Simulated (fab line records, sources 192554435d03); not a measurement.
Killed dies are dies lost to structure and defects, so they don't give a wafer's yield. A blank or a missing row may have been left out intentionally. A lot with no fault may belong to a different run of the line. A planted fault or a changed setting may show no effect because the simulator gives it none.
Which tool is to blame? :: flow n5Finfet :: Sampling: 24 lots, 72 wafers, 5 of 1938 route steps

## WHAT EACH GAUGE READ, for each wafer
N5_BEOL_M6_INSPECT_30: inspects for defects (brightfield).
lot: L074
measured: day 8 05:23
on: defectInspect-01
rawDefectCount: 241 292 396

lot: L075
measured: day 8 20:08
on: defectInspect-02
rawDefectCount: 513 419 450

lot: L076
measured: day 9 06:37
on: defectInspect-02
rawDefectCount: 602 527 609

lot: L077
measured: day 9 06:47
on: defectInspect-01
rawDefectCount: 512 271 480

lot: L078
measured: day 9 22:09
on: defectInspect-02
rawDefectCount: 682 598 445

lot: L080
measured: day 10 01:19
on: defectInspect-01
rawDefectCount: 436 362 313

lot: L079
measured: day 10 01:29
on: defectInspect-02
rawDefectCount: 455 394 600

lot: L081
measured: day 10 04:28
on: defectInspect-02
rawDefectCount: 431 586 484

lot: L082
measured: day 11 01:05
on: defectInspect-01
rawDefectCount: 422 344 391

lot: L083
measured: day 11 03:09
on: defectInspect-02
rawDefectCount: 478 501 419

lot: L084
measured: day 11 07:32
on: defectInspect-01
rawDefectCount: 424 446 425

lot: L085
measured: day 11 07:45
on: defectInspect-01
rawDefectCount: 437 420 452

lot: L086
measured: day 11 11:23
on: defectInspect-01
rawDefectCount: 419 468 465

lot: L087
measured: day 11 11:34
on: defectInspect-01
rawDefectCount: 635 566 351

lot: L088
measured: day 12 07:00
on: defectInspect-01
rawDefectCount: 428 534 501

lot: L089
measured: day 12 11:35
on: defectInspect-01
rawDefectCount: 386 603 484

lot: L090
measured: day 12 14:31
on: defectInspect-02
rawDefectCount: 607 394 387

lot: L091
measured: day 13 04:31
on: defectInspect-02
rawDefectCount: 237 300 327

lot: L092
measured: day 13 16:34
on: defectInspect-02
rawDefectCount: 411 453 478

lot: L095
measured: day 14 00:51
on: defectInspect-02
rawDefectCount: 435 341 354

lot: L093
measured: day 14 03:01
on: defectInspect-01
rawDefectCount: 416 415 444

lot: L097
measured: day 14 03:30
on: defectInspect-02
rawDefectCount: 371 458 303

lot: L094
measured: day 14 10:25
on: defectInspect-01
rawDefectCount: 339 375 393

lot: L096
measured: day 14 17:52
on: defectInspect-01
rawDefectCount: 453 370 661

## TOOL THAT RAN EACH LOT (tool first, then ch and the chambers of the sampled wafers, then the start)
lot: L074
N5_BEOL_M5_ETCH_68: rieDiel-02 ch 0,2,3, day 7 16:20
N5_BEOL_M5_SPUTTER_88: pvdSputter-03, day 7 23:21
N5_BEOL_M5_CO_CAP_78: cvdCo-02 ch 0,1,2, day 8 01:34
N5_BEOL_M6_CURE_74: uvCure-01 ch 0, day 8 02:05

lot: L075
N5_BEOL_M5_ETCH_68: rieDiel-06 ch 1,2,3, day 8 08:41
N5_BEOL_M5_SPUTTER_88: pvdSputter-01, day 8 13:42
N5_BEOL_M5_CO_CAP_78: cvdCo-02 ch 0,1,2, day 8 15:40
N5_BEOL_M6_CURE_74: uvCure-03 ch 0, day 8 15:58

lot: L076
N5_BEOL_M5_ETCH_68: rieDiel-06 ch 0,1,2, day 8 17:57
N5_BEOL_M5_SPUTTER_88: pvdSputter-03, day 8 23:08
N5_BEOL_M5_CO_CAP_78: cvdCo-01 ch 0,1, day 9 01:06
N5_BEOL_M6_CURE_74: uvCure-03 ch 1, day 9 01:25

lot: L077
N5_BEOL_M5_ETCH_68: rieDiel-02 ch 1,2, day 8 18:00
N5_BEOL_M5_SPUTTER_88: pvdSputter-02, day 8 23:11
N5_BEOL_M5_CO_CAP_78: cvdCo-02 ch 0,2, day 9 01:17
N5_BEOL_M6_CURE_74: uvCure-01 ch 0, day 9 01:37

lot: L078
N5_BEOL_M5_ETCH_68: rieDiel-06 ch 1,3, day 9 10:53
N5_BEOL_M5_SPUTTER_88: pvdSputter-03, day 9 15:52
N5_BEOL_M5_CO_CAP_78: cvdCo-01 ch 0,2, day 9 17:49
N5_BEOL_M6_CURE_74: uvCure-02 ch 2, day 9 18:10

lot: L080
N5_BEOL_M5_ETCH_68: rieDiel-01 ch 0,1,2, day 9 12:36
N5_BEOL_M5_SPUTTER_88: pvdSputter-02, day 9 18:28
N5_BEOL_M5_CO_CAP_78: cvdCo-02 ch 0,2, day 9 20:46
N5_BEOL_M6_CURE_74: uvCure-02 ch 2, day 9 21:04

lot: L079
N5_BEOL_M5_ETCH_68: rieDiel-01 ch 2,3, day 9 14:26
N5_BEOL_M5_SPUTTER_88: pvdSputter-01, day 9 19:42
N5_BEOL_M5_CO_CAP_78: cvdCo-01 ch 1,2, day 9 21:48
N5_BEOL_M6_CURE_74: uvCure-03 ch 1, day 9 22:11

lot: L081
N5_BEOL_M5_ETCH_68: rieDiel-01 ch 0,1,2, day 9 18:19
N5_BEOL_M5_SPUTTER_88: pvdSputter-03, day 9 23:50
N5_BEOL_M5_CO_CAP_78: cvdCo-02 ch 0,2, day 10 01:51
N5_BEOL_M6_CURE_74: uvCure-01 ch 2, day 10 02:23

lot: L082
N5_BEOL_M5_ETCH_68: rieDiel-06 ch 1,3, day 10 13:09
N5_BEOL_M5_SPUTTER_88: pvdSputter-02, day 10 18:22
N5_BEOL_M5_CO_CAP_78: cvdCo-02 ch 0,1, day 10 21:16
N5_BEOL_M6_CURE_74: uvCure-03 ch 0, day 10 21:46

lot: L083
N5_BEOL_M5_ETCH_68: rieDiel-06 ch 1,2, day 10 15:23
N5_BEOL_M5_SPUTTER_88: pvdSputter-01, day 10 21:49
N5_BEOL_M5_CO_CAP_78: cvdCo-01 ch 0,2, day 10 23:47
N5_BEOL_M6_CURE_74: uvCure-01 ch 2, day 11 00:16

lot: L084
N5_BEOL_M5_ETCH_68: rieDiel-01 ch 0,1,2, day 10 18:31
N5_BEOL_M5_SPUTTER_88: pvdSputter-03, day 11 00:05
N5_BEOL_M5_CO_CAP_78: cvdCo-01 ch 0,1,2, day 11 02:18
N5_BEOL_M6_CURE_74: uvCure-02 ch 2, day 11 02:49

lot: L085
N5_BEOL_M5_ETCH_68: rieDiel-06 ch 0,2,3, day 10 18:40
N5_BEOL_M5_SPUTTER_88: pvdSputter-02, day 11 00:30
N5_BEOL_M5_CO_CAP_78: cvdCo-02 ch 0,1,2, day 11 02:48
N5_BEOL_M6_CURE_74: uvCure-01 ch 2, day 11 03:13

lot: L086
N5_BEOL_M5_ETCH_68: rieDiel-02 ch 1,2, day 10 22:31
N5_BEOL_M5_SPUTTER_88: pvdSputter-01, day 11 04:24
N5_BEOL_M5_CO_CAP_78: cvdCo-02 ch 1,2, day 11 06:22
N5_BEOL_M6_CURE_74: uvCure-01 ch 2, day 11 06:41

lot: L087
N5_BEOL_M5_ETCH_68: rieDiel-06 ch 1,2,3, day 11 01:08
N5_BEOL_M5_SPUTTER_88: pvdSputter-02, day 11 06:38
N5_BEOL_M5_CO_CAP_78: cvdCo-02 ch 0,1,2, day 11 08:35
N5_BEOL_M6_CURE_74: uvCure-02 ch 2, day 11 08:54

lot: L088
N5_BEOL_M5_ETCH_68: rieDiel-01 ch 1,2,3, day 11 19:40
N5_BEOL_M5_SPUTTER_88: pvdSputter-02, day 12 00:36
N5_BEOL_M5_CO_CAP_78: cvdCo-01 ch 0,2, day 12 03:01
N5_BEOL_M6_CURE_74: uvCure-03 ch 0, day 12 03:20

lot: L089
N5_BEOL_M5_ETCH_68: rieDiel-02 ch 0,1,3, day 11 22:26
N5_BEOL_M5_SPUTTER_88: pvdSputter-01, day 12 03:38
N5_BEOL_M5_CO_CAP_78: cvdCo-01 ch 0,1,2, day 12 05:50
N5_BEOL_M6_CURE_74: uvCure-02 ch 1, day 12 06:10

lot: L090
N5_BEOL_M5_ETCH_68: rieDiel-01 ch 2,3, day 12 03:02
N5_BEOL_M5_SPUTTER_88: pvdSputter-03, day 12 08:17
N5_BEOL_M5_CO_CAP_78: cvdCo-01 ch 1,2, day 12 10:22
N5_BEOL_M6_CURE_74: uvCure-02 ch 2, day 12 11:00

lot: L091
N5_BEOL_M5_ETCH_68: rieDiel-02 ch 1,2,3, day 12 15:17
N5_BEOL_M5_SPUTTER_88: pvdSputter-03, day 12 21:54
N5_BEOL_M5_CO_CAP_78: cvdCo-02 ch 1,2, day 12 23:51
N5_BEOL_M6_CURE_74: uvCure-03 ch 2, day 13 00:11

lot: L092
N5_BEOL_M5_ETCH_68: rieDiel-01 ch 0,1,2, day 13 02:10
N5_BEOL_M5_SPUTTER_88: pvdSputter-01, day 13 08:50
N5_BEOL_M5_CO_CAP_78: cvdCo-01 ch 0,1,2, day 13 10:48
N5_BEOL_M6_CURE_74: uvCure-01 ch 0, day 13 11:08

lot: L095
N5_BEOL_M5_ETCH_68: rieDiel-02 ch 1,2, day 13 09:58
N5_BEOL_M5_SPUTTER_88: pvdSputter-03, day 13 15:01
N5_BEOL_M5_CO_CAP_78: cvdCo-02 ch 1,2, day 13 16:58
N5_BEOL_M6_CURE_74: uvCure-01 ch 0, day 13 17:17

lot: L093
N5_BEOL_M5_ETCH_68: rieDiel-01 ch 0,1, day 13 13:19
N5_BEOL_M5_SPUTTER_88: pvdSputter-03, day 13 19:26
N5_BEOL_M5_CO_CAP_78: cvdCo-01 ch 1,2, day 13 21:29
N5_BEOL_M6_CURE_74: uvCure-02 ch 0, day 13 22:07

lot: L097
N5_BEOL_M5_ETCH_68: rieDiel-06 ch 0,3, day 13 16:45
N5_BEOL_M5_SPUTTER_88: pvdSputter-01, day 13 22:07
N5_BEOL_M5_CO_CAP_78: cvdCo-02 ch 1,2, day 14 00:04
N5_BEOL_M6_CURE_74: uvCure-01 ch 2, day 14 00:28

lot: L094
N5_BEOL_M5_ETCH_68: rieDiel-06 ch 0,3, day 13 19:55
N5_BEOL_M5_SPUTTER_88: pvdSputter-03, day 14 01:05
N5_BEOL_M5_CO_CAP_78: cvdCo-02 ch 0,1,2, day 14 03:10
N5_BEOL_M6_CURE_74: uvCure-03 ch 2, day 14 03:29

lot: L096
N5_BEOL_M5_ETCH_68: rieDiel-02 ch 1,2, day 14 05:15
N5_BEOL_M5_SPUTTER_88: pvdSputter-03, day 14 11:56
N5_BEOL_M5_CO_CAP_78: cvdCo-01 ch 1,2, day 14 13:57
N5_BEOL_M6_CURE_74: uvCure-01 ch 2, day 14 14:25
- N5_BEOL_M5_ETCH_68: etches SOC in N2/H2, target depth 80 nm, overetch 16 nm, time 120 s.
- N5_BEOL_M5_SPUTTER_88: material Cu, target thk 15 nm, time 27.62 s.
- N5_BEOL_M5_CO_CAP_78: material Co, precursor CCTBA/H2, target thk 2 nm, time 102.1 s.
- N5_BEOL_M6_CURE_74: cures SiCOH lowk, time 240 s.

## AS READ BY THE TOOLS THEMSELVES (means over the sampled wafers that have a number; for cases with no such wafer, the mark the record gives instead)
N5_BEOL_M5_ETCH_68.
lot: L074
tool: rieDiel-02
drypumpMotorCurrentA (A): 5.8
oesProductAu (a.u.): 0.61
rfFwdPowerW (W): 834.0
rfVppV (V): 523.6
showerheadPlenumPTorr (Torr): 2.54
tempC (C): 40.06
throttleValvePct (%): 17.82

lot: L075
tool: rieDiel-06
drypumpMotorCurrentA (A): 6.1
oesProductAu (a.u.): 0.62
rfFwdPowerW (W): 833.5
rfVppV (V): 524.8
showerheadPlenumPTorr (Torr): 2.56
tempC (C): 40.09
throttleValvePct (%): 17.66

lot: L076
tool: rieDiel-06
drypumpMotorCurrentA (A): 6.0
oesProductAu (a.u.): 0.64
rfFwdPowerW (W): 839.2
rfVppV (V): 524.6
showerheadPlenumPTorr (Torr): 2.57
tempC (C): 39.97
throttleValvePct (%): 17.63

lot: L077
tool: rieDiel-02
drypumpMotorCurrentA (A): 6.1
oesProductAu (a.u.): 0.73
rfFwdPowerW (W): 835.3
rfVppV (V): 522.7
showerheadPlenumPTorr (Torr): 2.49
tempC (C): 40.01
throttleValvePct (%): 17.57

lot: L078
tool: rieDiel-06
drypumpMotorCurrentA (A): 6.4
oesProductAu (a.u.): 0.66
rfFwdPowerW (W): 835.3
rfVppV (V): 526.7
showerheadPlenumPTorr (Torr): 2.61
tempC (C): 39.93
throttleValvePct (%): 17.71

lot: L080
tool: rieDiel-01
drypumpMotorCurrentA (A): 5.4
oesProductAu (a.u.): 0.59
rfFwdPowerW (W): 832.9
rfVppV (V): 522.4
showerheadPlenumPTorr (Torr): 2.52
tempC (C): 39.93
throttleValvePct (%): 17.76

lot: L079
tool: rieDiel-01
drypumpMotorCurrentA (A): 4.8
oesProductAu (a.u.): 0.62
rfFwdPowerW (W): 835.4
rfVppV (V): 522.2
showerheadPlenumPTorr (Torr): 2.47
tempC (C): 39.98
throttleValvePct (%): 17.62

lot: L081
tool: rieDiel-01
drypumpMotorCurrentA (A): 5.5
oesProductAu (a.u.): 0.59
rfFwdPowerW (W): 834.4
rfVppV (V): 523.8
showerheadPlenumPTorr (Torr): 2.52
tempC (C): 39.90
throttleValvePct (%): 17.77

lot: L082
tool: rieDiel-06
drypumpMotorCurrentA (A): 6.1
oesProductAu (a.u.): 0.64
rfFwdPowerW (W): 833.4
rfVppV (V): 524.0
showerheadPlenumPTorr (Torr): 2.54
tempC (C): 40.06
throttleValvePct (%): 17.65

lot: L083
tool: rieDiel-06
drypumpMotorCurrentA (A): 5.9
oesProductAu (a.u.): 0.57
rfFwdPowerW (W): 836.7
rfVppV (V): 524.2
showerheadPlenumPTorr (Torr): 2.57
tempC (C): 40.04
throttleValvePct (%): 17.73

lot: L084
tool: rieDiel-01
drypumpMotorCurrentA (A): 5.5
oesProductAu (a.u.): 0.58
rfFwdPowerW (W): 834.3
rfVppV (V): 523.2
showerheadPlenumPTorr (Torr): 2.51
tempC (C): 40.10
throttleValvePct (%): 17.79

lot: L085
tool: rieDiel-06
drypumpMotorCurrentA (A): 5.8
oesProductAu (a.u.): 0.62
rfFwdPowerW (W): 834.8
rfVppV (V): 522.3
showerheadPlenumPTorr (Torr): 2.48
tempC (C): 40.01
throttleValvePct (%): 17.58

lot: L086
tool: rieDiel-02
drypumpMotorCurrentA (A): 6.0
oesProductAu (a.u.): 0.71
rfFwdPowerW (W): 836.4
rfVppV (V): 523.0
showerheadPlenumPTorr (Torr): 2.48
tempC (C): 40.06
throttleValvePct (%): 17.65

lot: L087
tool: rieDiel-06
drypumpMotorCurrentA (A): 6.1
oesProductAu (a.u.): 0.60
rfFwdPowerW (W): 836.2
rfVppV (V): 524.6
showerheadPlenumPTorr (Torr): 2.55
tempC (C): 40.05
throttleValvePct (%): 17.70

lot: L088
tool: rieDiel-01
drypumpMotorCurrentA (A): 5.2
oesProductAu (a.u.): 0.59
rfFwdPowerW (W): 832.5
rfVppV (V): 521.2
showerheadPlenumPTorr (Torr): 2.45
tempC (C): 39.89
throttleValvePct (%): 17.62

lot: L089
tool: rieDiel-02
drypumpMotorCurrentA (A): 5.8
oesProductAu (a.u.): 0.58
rfFwdPowerW (W): 834.6
rfVppV (V): 523.0
showerheadPlenumPTorr (Torr): 2.53
tempC (C): 40.04
throttleValvePct (%): 17.82

lot: L090
tool: rieDiel-01
drypumpMotorCurrentA (A): 4.8
oesProductAu (a.u.): 0.60
rfFwdPowerW (W): 836.1
rfVppV (V): 521.0
showerheadPlenumPTorr (Torr): 2.46
tempC (C): 40.01
throttleValvePct (%): 17.67

lot: L091
tool: rieDiel-02
drypumpMotorCurrentA (A): 5.9
oesProductAu (a.u.): 0.63
rfFwdPowerW (W): 836.5
rfVppV (V): 523.3
showerheadPlenumPTorr (Torr): 2.53
tempC (C): 39.98
throttleValvePct (%): 17.76

lot: L092
tool: rieDiel-01
drypumpMotorCurrentA (A): 5.5
oesProductAu (a.u.): 0.57
rfFwdPowerW (W): 832.7
rfVppV (V): 522.5
showerheadPlenumPTorr (Torr): 2.51
tempC (C): 40.04
throttleValvePct (%): 17.81

lot: L095
tool: rieDiel-02
drypumpMotorCurrentA (A): 6.0
oesProductAu (a.u.): 0.67
rfFwdPowerW (W): 834.5
rfVppV (V): 522.1
showerheadPlenumPTorr (Torr): 2.47
tempC (C): 39.95
throttleValvePct (%): 17.68

lot: L093
tool: rieDiel-01
drypumpMotorCurrentA (A): 5.8
oesProductAu (a.u.): 0.56
rfFwdPowerW (W): 835.9
rfVppV (V): 522.1
showerheadPlenumPTorr (Torr): 2.49
tempC (C): 39.95
throttleValvePct (%): 17.79

lot: L097
tool: rieDiel-06
drypumpMotorCurrentA (A): 5.9
oesProductAu (a.u.): 0.63
rfFwdPowerW (W): 834.6
rfVppV (V): 521.5
showerheadPlenumPTorr (Torr): 2.46
tempC (C): 40.06
throttleValvePct (%): 17.56

lot: L094
tool: rieDiel-06
drypumpMotorCurrentA (A): 5.9
oesProductAu (a.u.): 0.64
rfFwdPowerW (W): 832.1
rfVppV (V): 521.5
showerheadPlenumPTorr (Torr): 2.46
tempC (C): 39.91
throttleValvePct (%): 17.56

lot: L096
tool: rieDiel-02
drypumpMotorCurrentA (A): 6.0
oesProductAu (a.u.): 0.67
rfFwdPowerW (W): 834.6
rfVppV (V): 522.1
showerheadPlenumPTorr (Torr): 2.47
tempC (C): 40.08
throttleValvePct (%): 17.66

N5_BEOL_M5_SPUTTER_88.
lot: L074
tool: pvdSputter-03
throttleValvePct (%): 29.7

lot: L075
tool: pvdSputter-01
throttleValvePct (%): 30.6

lot: L076
tool: pvdSputter-03
throttleValvePct (%): 29.5

lot: L077
tool: pvdSputter-02
throttleValvePct (%): 29.4

lot: L078
tool: pvdSputter-03
throttleValvePct (%): 29.7

lot: L080
tool: pvdSputter-02
throttleValvePct (%): 29.2

lot: L079
tool: pvdSputter-01
throttleValvePct (%): 30.8

lot: L081
tool: pvdSputter-03
throttleValvePct (%): 30.8

lot: L082
tool: pvdSputter-02
throttleValvePct (%): 29.1

lot: L083
tool: pvdSputter-01
throttleValvePct (%): 30.7

lot: L084
tool: pvdSputter-03
throttleValvePct (%): 30.0

lot: L085
tool: pvdSputter-02
throttleValvePct (%): 29.6

lot: L086
tool: pvdSputter-01
throttleValvePct (%): 30.8

lot: L087
tool: pvdSputter-02
throttleValvePct (%): 29.4

lot: L088
tool: pvdSputter-02
throttleValvePct (%): 29.4

lot: L089
tool: pvdSputter-01
throttleValvePct (%): 30.2

lot: L090
tool: pvdSputter-03
throttleValvePct (%): 29.5

lot: L091
tool: pvdSputter-03
throttleValvePct (%): 30.0

lot: L092
tool: pvdSputter-01
throttleValvePct (%): 30.9

lot: L095
tool: pvdSputter-03
throttleValvePct (%): 30.9

lot: L093
tool: pvdSputter-03
throttleValvePct (%): 29.5

lot: L097
tool: pvdSputter-01
throttleValvePct (%): 30.4

lot: L094
tool: pvdSputter-03
throttleValvePct (%): 30.5

lot: L096
tool: pvdSputter-03
throttleValvePct (%): 30.5

N5_BEOL_M5_CO_CAP_78.
lot: L074
tool: cvdCo-02
heaterPowerW (W): 230

lot: L075
tool: cvdCo-02
heaterPowerW (W): 234

lot: L076
tool: cvdCo-01
heaterPowerW (W): 236

lot: L077
tool: cvdCo-02
heaterPowerW (W): 231

lot: L078
tool: cvdCo-01
heaterPowerW (W): 225

lot: L080
tool: cvdCo-02
heaterPowerW (W): 252

lot: L079
tool: cvdCo-01
heaterPowerW (W): 240

lot: L081
tool: cvdCo-02
heaterPowerW (W): 251

lot: L082
tool: cvdCo-02
heaterPowerW (W): 257

lot: L083
tool: cvdCo-01
heaterPowerW (W): 223

lot: L084
tool: cvdCo-01
heaterPowerW (W): 237

lot: L085
tool: cvdCo-02
heaterPowerW (W): 232

lot: L086
tool: cvdCo-02
heaterPowerW (W): 213

lot: L087
tool: cvdCo-02
heaterPowerW (W): 234

lot: L088
tool: cvdCo-01
heaterPowerW (W): 225

lot: L089
tool: cvdCo-01
heaterPowerW (W): 239

lot: L090
tool: cvdCo-01
heaterPowerW (W): 241

lot: L091
tool: cvdCo-02
heaterPowerW (W): 217

lot: L092
tool: cvdCo-01
heaterPowerW (W): 238

lot: L095
tool: cvdCo-02
heaterPowerW (W): 214

lot: L093
tool: cvdCo-01
heaterPowerW (W): 253

lot: L097
tool: cvdCo-02
heaterPowerW (W): 215

lot: L094
tool: cvdCo-02
heaterPowerW (W): 233

lot: L096
tool: cvdCo-01
heaterPowerW (W): 244

N5_BEOL_M6_CURE_74.
lot: L074
tool: uvCure-01
lampPowerPct (%): 52.30
wafer_temp_C_max: 385.8

lot: L075
tool: uvCure-03
lampPowerPct (%): 52.33
wafer_temp_C_max: 387.7

lot: L076
tool: uvCure-03
lampPowerPct (%): 52.31
wafer_temp_C_max: 386.0

lot: L077
tool: uvCure-01
lampPowerPct (%): 52.28
wafer_temp_C_max: 386.3

lot: L078
tool: uvCure-02
lampPowerPct (%): 52.34
wafer_temp_C_max: 387.3

lot: L080
tool: uvCure-02
lampPowerPct (%): 52.30
wafer_temp_C_max: 387.4

lot: L079
tool: uvCure-03
lampPowerPct (%): 52.36
wafer_temp_C_max: 385.8

lot: L081
tool: uvCure-01
lampPowerPct (%): 52.26
wafer_temp_C_max: 386.7

lot: L082
tool: uvCure-03
lampPowerPct (%): 52.33
wafer_temp_C_max: 386.5

lot: L083
tool: uvCure-01
lampPowerPct (%): 52.31
wafer_temp_C_max: 386.2

lot: L084
tool: uvCure-02
lampPowerPct (%): 52.30
wafer_temp_C_max: 387.1

lot: L085
tool: uvCure-01
lampPowerPct (%): 52.28
wafer_temp_C_max: 386.6

lot: L086
tool: uvCure-01
lampPowerPct (%): 52.25
wafer_temp_C_max: 386.5

lot: L087
tool: uvCure-02
lampPowerPct (%): 52.33
wafer_temp_C_max: 387.2

lot: L088
tool: uvCure-03
lampPowerPct (%): 52.27
wafer_temp_C_max: 387.2

lot: L089
tool: uvCure-02
lampPowerPct (%): 52.30
wafer_temp_C_max: 386.6

lot: L090
tool: uvCure-02
lampPowerPct (%): 52.27
wafer_temp_C_max: 387.2

lot: L091
tool: uvCure-03
lampPowerPct (%): 52.32
wafer_temp_C_max: 387.2

lot: L092
tool: uvCure-01
lampPowerPct (%): 52.38
wafer_temp_C_max: 386.3

lot: L095
tool: uvCure-01
lampPowerPct (%): 52.40
wafer_temp_C_max: 386.6

lot: L093
tool: uvCure-02
lampPowerPct (%): 52.25
wafer_temp_C_max: 386.9

lot: L097
tool: uvCure-01
lampPowerPct (%): 52.28
wafer_temp_C_max: 386.4

lot: L094
tool: uvCure-03
lampPowerPct (%): 52.31
wafer_temp_C_max: 387.3

lot: L096
tool: uvCure-01
lampPowerPct (%): 52.34
wafer_temp_C_max: 386.2

## THE ANSWER, worked out from the rows above alone
Rule: what is usual is taken from the lots themselves. Put in order of their means at a reading, lots are off if they are a third of the lots or fewer, leave a main group of 4 or more, and stand apart from it by a gap of 3 or more times the standard deviation of the main group's means; of several such gaps the widest counts. Not used: any main group whose means are identical at the precision the tables above print for the reading. Also off: a lot with no number at a reading for which 4 or more lots have one. Any other lot the step has rows for is counted as sound. First the gauges in route order, then the tools' own readings, where a lot's mean is used as printed above. At the first step where some lot is off, the reading lying furthest off is the one used; lots without a number count as furthest.
No lot is off at any reading shown: from this, nothing can be told.

## WHAT WAS PUT IN BY THE SIMULATOR
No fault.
